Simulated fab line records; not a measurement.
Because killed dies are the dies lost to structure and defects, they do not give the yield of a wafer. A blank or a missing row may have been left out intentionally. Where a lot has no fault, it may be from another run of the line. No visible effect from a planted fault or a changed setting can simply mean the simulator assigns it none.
A lot that was struck, set against a sound lot	flow nandHarc	15 steps out of a route of 1302
Sound: wafers L663.1, L663.3, L663.6. Struck: wafers L650.2, L650.4, L650.6. At the end, the cause is stated.
For every step that has rows: the tool of each side, followed by ch and its chambers, followed by its first start. Under that, the readings that differ: sound wafers	struck wafers	difference of the means	sigmas: that difference in standard deviations of wafers without a fault.
alike: a reading whose means differ by less than 2 such deviations, as well as words and numbers matching on both sides. not compared: withheld readings; readings where some wafer has no value; bounds like >300 that might hide an equal value; numbers whose values overlap and for which the record gives no deviation.
A row with sigmas, a row that says differs or no value, or rows on one side alone: a step with any of these is where the two part. Non-overlapping numbers with no deviation appear without sigmas and do not part them. A reading missing from all wafers of one side parts the sides only when that side holds two or more wafers.

first, 4 steps without rows for these wafers: NHARC_THIN_TSV_EBR_29; NHARC_THIN_TSV_EXPOSE_30 (exposes mask PAD); NHARC_THIN_TSV_PEB_31 (peb time 85 s); NHARC_THIN_TSV_DEVELOP_32 (time 70 s).
NHARC_THIN_TSV_CD_MEAS_33: target cd 5000 nm.
  sound on cdSem-01 ch 0, day 29 23:02; struck on cdSem-03 ch 0, day 25 04:00
  alike: cdNm
then, 1 step without rows for these wafers: NHARC_THIN_TSV_HARDBAKE_34 (time 80 s).
NHARC_THIN_TSV_DESCUM_35: chemistry O2, time 3 s.
  sound on rieDiel-12 ch 0,2, day 29 23:12; struck on rieDiel-02 ch 0,1,3, day 25 04:11
  alike: drypumpMotorCurrentA, oesProductAu, rfVppV, showerheadPlenumPTorr, throttleValvePct
  not compared: rfHoursCounterH
NHARC_THIN_TSV_ETCH_59: etches the open film in Cl2/BCl3, target depth 880 nm, time 138.1 s.
  sound on rieMetal-02 ch 0,1, day 29 23:19; struck on rieMetal-02 ch 0,1, day 25 04:17
  alike: drypumpMotorCurrentA, mfcCl2Sccm, oesProductAu, rfFwdPowerW, throttleValvePct
  not compared: rfHoursCounterH
NHARC_THIN_TSV_ETCH_36: etches the open film in Cl2/BCl3, target depth 65 nm, time 18.571 s.
  sound on rieMetal-02 ch 0,1, day 29 23:35; struck on rieMetal-02 ch 0,1, day 25 04:32
  alike: drypumpMotorCurrentA, oesProductAu
  not compared: rfHoursCounterH
NHARC_THIN_TSV_STRIP_56: strips in O2.
  sound on plasmaAsher-01 ch 0,1, day 29 23:41; struck on plasmaAsher-01 ch 0,1, day 25 04:38
  alike: drypumpMotorCurrentA, heaterPowerW
  not compared: rfHoursCounterH
then, 1 step without rows for these wafers: NHARC_THIN_TSV_STRIP_57 (strips in post etch residue remover, time 1200 s).
NHARC_THIN_TSV_CD_MEAS_37:
  sound on cdSem-03 at day 30 00:29; struck on cdSem-03 at day 25 05:27
  alike: cdNm
NHARC_THIN_TSV_ANNEAL_58: time 1800 s.
  struck on furnace-06, day 25 10:43; sound on furnace-02 ch 0, day 30 05:58
  no value came back on the struck wafers for any of 5 readings (runLengthS (s), spikeTcBottomC (C) and others); on the sound wafers runLengthS (s) reads 1850 1850 1850
NHARC_THIN_TSV_INSPECT_40:
  sound on defectInspect-01 at day 30 07:25; struck on defectInspect-01 at day 25 12:10
  alike: rawDefectCount
NHARC_END_SORT_01:
  sound on prober-02 ch 0, day 30 10:28; struck on prober-02 ch 0, day 25 16:01
  alike: defectLimitedYield, killedAtArray, killedAtOther, killedAtPeriphery, killedDies, killedOpen, killedShort

== WHERE THEY PART ==
Only at NHARC_THIN_TSV_ANNEAL_58, within this record. Later steps at which nothing parts them and some readings are alike: NHARC_THIN_TSV_INSPECT_40, NHARC_END_SORT_01.

WHY: what had been put in by the simulator
Step skipped in full: furnace-06, at NHARC_THIN_TSV_ANNEAL_58, from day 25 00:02 onward. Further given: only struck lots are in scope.
